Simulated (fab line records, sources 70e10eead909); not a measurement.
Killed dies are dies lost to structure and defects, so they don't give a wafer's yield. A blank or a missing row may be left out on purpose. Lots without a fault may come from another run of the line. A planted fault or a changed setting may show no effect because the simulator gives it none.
A struck lot beside a sound one | flow nand_harc | 14 steps out of a route of 1302
Sound: wafers L281.3, L281.4, L281.6. Struck: wafers L299.3, L299.4. (L299.2 of the same lot was not struck and is left out.) The cause comes at the end.
At each step with rows: each side's tool, then ch and its chambers, then its first start. Under that, the readings that differ: sound wafers | struck wafers | difference of the means | sigmas: that difference in standard deviations of wafers without a fault.
alike: readings whose means differ by less than 2 such deviations, and words and numbers that are the same on both sides. not compared: withheld readings, readings that some wafer has no value for, bounds like >300 that may hide the same value, and numbers for which the record gives no deviation and whose values overlap.
The two part at a step that has a row with sigmas, a row that says differs or no value, or rows on one side only. Numbers that don't overlap but have no deviation are shown without sigmas and don't part them. A reading that every wafer of one side lacks parts them only if that side has two wafers or more.

first, 1 step without rows for these wafers: NHARC_A_STAIRCASE_ETCH_15 (etches the open film in C4F8/O2, target depth 100 nm, time 40.5 s).
NHARC_A_STAIRCASE_TRIM_16: chemistry O2, time 211.2 s.
  sound on rie_diel-11 ch 0,1,3; struck on rie_diel-08 ch 0,1
  alike: drypump_motor_current_A, oes_product_au, rf_vpp_V, showerhead_plenum_p_Torr, throttle_valve_pct
  not compared: rf_hours_counter_h
then, 2 steps without rows for these wafers: NHARC_A_STAIRCASE_ETCH_17 (etches the open film in C4F8/O2, target depth 100 nm, time 40.5 s); NHARC_A_STAIRCASE_TRIM_18 (chemistry O2, time 211.2 s).
NHARC_A_STAIRCASE_ETCH_19: etches the open film in C4F8/O2, target depth 100 nm, time 40.5 s.
  sound on rie_diel-11 ch 0,1; struck on rie_diel-08 ch 0,3
  alike: oes_product_au, rf_vpp_V
  not compared: rf_hours_counter_h
NHARC_A_STAIRCASE_TRIM_20: chemistry O2, time 211.2 s.
  sound on rie_diel-11 ch 1,3, day 16 03:22; struck on rie_diel-08 ch 0,2, day 23 16:09
  alike: drypump_motor_current_A, oes_product_au, rf_vpp_V, showerhead_plenum_p_Torr, throttle_valve_pct
  not compared: rf_hours_counter_h
then, 2 steps without rows for these wafers: NHARC_A_STAIRCASE_ETCH_21 (etches the open film in C4F8/O2, target depth 100 nm, time 40.5 s); NHARC_A_STAIRCASE_TRIM_22 (chemistry O2, time 211.2 s).
NHARC_A_STAIRCASE_ETCH_23: etches the open film in C4F8/O2, target depth 100 nm, time 40.5 s.
  sound on rie_diel-11 ch 0,3; struck on rie_diel-08 ch 0,2
  alike: oes_product_au, rf_vpp_V
  not compared: rf_hours_counter_h
NHARC_A_STAIRCASE_TRIM_24: chemistry O2, time 211.2 s.
  sound on rie_diel-11 ch 0,2; struck on rie_diel-08 ch 0,2
  alike: drypump_motor_current_A, oes_product_au, rf_vpp_V, showerhead_plenum_p_Torr, throttle_valve_pct
  not compared: rf_hours_counter_h
then, 1 step without rows for these wafers: NHARC_A_STAIRCASE_ETCH_25 (etches the open film in C4F8/O2, target depth 100 nm, time 40.5 s).
NHARC_A_STAIRCASE_TRIM_26: chemistry O2, time 211.2 s.
  sound on rie_diel-11 ch 0,2,3, day 16 04:06; struck on rie_diel-08 ch 1,3, day 23 16:53
  reading               | sound             | struck      | difference | sigmas
  oes_product_au (a.u.) | 1.003 0.997 1.006 | 0.844 0.804 | -0.178     | -19
  alike: drypump_motor_current_A, rf_vpp_V, showerhead_plenum_p_Torr, throttle_valve_pct
  not compared: rf_hours_counter_h
then, 1 step without rows for these wafers: NHARC_A_STAIRCASE_ETCH_27 (etches the open film in C4F8/O2, target depth 100 nm, time 40.5 s).
-- the record jumps here: 9 days lie between the struck wafers' starts before and after (it left off in module A_STAIRCASE and takes up again in module END, whose first step shown is number 1302 of the route) --
NHARC_END_SORT_01:
  the record has rows for the struck wafers here (prober-01 ch 0, day 32 19:09) and none for the sound ones

WHERE THEY PART
First at NHARC_A_STAIRCASE_TRIM_26; last, within this record, at NHARC_END_SORT_01.

WHY: what the simulator had put in
Process parameter drift: rie_diel-08, from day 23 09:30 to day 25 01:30, at NHARC_A_STAIRCASE_TRIM_26. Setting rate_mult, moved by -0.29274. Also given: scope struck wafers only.
